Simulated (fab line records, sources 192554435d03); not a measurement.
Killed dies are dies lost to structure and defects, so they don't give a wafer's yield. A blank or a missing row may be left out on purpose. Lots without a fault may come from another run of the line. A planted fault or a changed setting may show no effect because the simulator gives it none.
Chamber matching | flow n5_finfet | N5_SD_EPI_P_DESCUM_14 on rie_diel-05: 4 sister chambers
The step chemistry O2, time 7.9 s. 8 wafers are shown with their chamber, then 10 later ones without.

WAFERS WITH THEIR CHAMBER
wafer  | chamber | showerhead_plenum_p_Torr (Torr) | drypump_motor_current_A (A)
L089.2 | 1       | 2.09                            | 5.6
L089.4 | 2       | 2.10                            | 5.3
L089.6 | 0       | 2.20                            | 5.8
L092.1 | 1       | 2.09                            | 5.6
L092.2 | 3       | 2.09                            | 5.8
L092.3 | 0       | 2.19                            | 5.8
L094.2 | 2       | 2.10                            | 5.2
L094.4 | 3       | 2.09                            | 5.8

WAFERS WITHOUT THEIR CHAMBER
wafer  | showerhead_plenum_p_Torr (Torr) | drypump_motor_current_A (A)
L094.5 | 2.10                            | 5.2
L095.2 | 2.08                            | 5.6
L095.3 | 2.09                            | 5.8
L095.4 | 2.19                            | 5.8
L097.1 | 2.08                            | 5.6
L097.2 | 2.19                            | 5.8
L097.3 | 2.09                            | 5.3
L097.4 | 2.08                            | 5.8
L097.5 | 2.19                            | 5.8
L097.6 | 2.08                            | 5.6

WHICH CHAMBER EACH WENT THROUGH
wafer  | from the rows above | in truth
L094.5 | 2                   | 2
L095.2 | 1                   | 1
L095.3 | 3                   | 3
L095.4 | 0                   | 0
L097.1 | 1                   | 1
L097.2 | 0                   | 0
L097.3 | 2                   | 2
L097.4 | 3                   | 3
L097.5 | 0                   | 0
L097.6 | 1                   | 1
Placed correctly: 10 of 10. Can't be placed from these rows: 0. Placed wrongly: 0.
How it was worked out, from the rows above alone: a wafer's distance from a chamber is the root of the sum, over the readings, of the square of ((its reading less the chamber's mean) divided by the reading's scatter). The wafer belongs to the nearest chamber; if the next one is less than 2 further off, it can't be placed. A chamber's mean is the mean of its shown wafers. The scatter: the root of (the sum of the squares of (reading less its chamber's mean) over the shown wafers, divided by (wafers less chambers)).
